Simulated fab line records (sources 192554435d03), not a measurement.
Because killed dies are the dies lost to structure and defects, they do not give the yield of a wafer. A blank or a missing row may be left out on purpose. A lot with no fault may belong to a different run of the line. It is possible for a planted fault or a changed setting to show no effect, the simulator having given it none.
3 desks, one fault | flow n5Finfet | only its own numbers are on each desk; what lay behind them is given at the end

FOR THE TOOL OWNER'S DESK: rieDiel-06
The tool's own readings at N5_BEOL_M11_ETCH_66 (etches SOC in N2/H2, target depth 120 nm, overetch 24 nm, time 180 s): means of the sampled wafers that have a number, for each lot that ran on this tool. Any lot whose mean is over 4 standard deviations away from the usual mean is out of limits and marked OUT; that distance is given in the brackets.
Columns: A = drypumpMotorCurrentA at N5_BEOL_M11_ETCH_66, usual 5.5 A; B = oesProductAu at N5_BEOL_M11_ETCH_66, usual 0.67 a.u.; C = rfVppV at N5_BEOL_M11_ETCH_66, usual 524 V; D = showerheadPlenumPTorr at N5_BEOL_M11_ETCH_66, usual 2.55 Torr; E = throttleValvePct at N5_BEOL_M11_ETCH_66, usual 17.75 %
lot  | first seen here | A   | B    | C   | D    | E
L970 | day 13 13:38    | 5.0 | 0.64 | 521 | 2.46 | 17.78
L982 | day 16 23:42    | 5.3 | 0.72 | 525 | 2.59 | 17.51
This desk's finding: nothing out of limits on any of the 2 lots.

AT THE METROLOGY DESK
Lot by lot, what the gauges showed, no matter which tool ran the lot: averages of those sampled wafers that carry a number. Any lot whose mean is over 4 standard deviations away from the usual mean is out of limits and marked OUT; that distance is given in the brackets.
Columns: A = cdNm at N5_BEOL_M11_CD_MEAS_28, usual 70.2 nm; B = V10_OVL at N5_BEOL_M11_OVL_MEAS_29, usual 0.6 nm
lot  | first seen here | A    | B
L970 | day 13 13:20    | 69.8 | -0.2
L971 | day 14 13:13    | 71.5 | 1.4
L976 | day 16 04:25    | 69.8 | 0.5
L982 | day 16 23:31    | 70.5 | 1.3
L986 | day 18 02:29    | 71.0 | 0.7
This desk's finding: nothing out of limits on any of the 5 lots.

THE DEFECT DESK
What the inspections along the route counted, lot by lot: means of the sampled wafers that have a number. Any lot whose mean is over 4 standard deviations away from the usual mean is out of limits and marked OUT; that distance is given in the brackets.
Columns: A = rawDefectCount at N5_BEOL_M11_INSPECT_30, usual 446
lot  | first seen here | A
L970 | day 13 13:23    | 329
L971 | day 14 13:16    | 334
L976 | day 16 04:29    | 605
L982 | day 16 23:35    | 464
L986 | day 18 02:32    | 334
This desk's finding: nothing out of limits on any of the 5 lots.

TAKEN TOGETHER
The desk of the tool owner found nothing out of limits.
From the metrology desk's view, nothing was out of limits.
The defect desk saw nothing out of limits.

WHAT HAD BEEN PUT IN BY THE SIMULATOR
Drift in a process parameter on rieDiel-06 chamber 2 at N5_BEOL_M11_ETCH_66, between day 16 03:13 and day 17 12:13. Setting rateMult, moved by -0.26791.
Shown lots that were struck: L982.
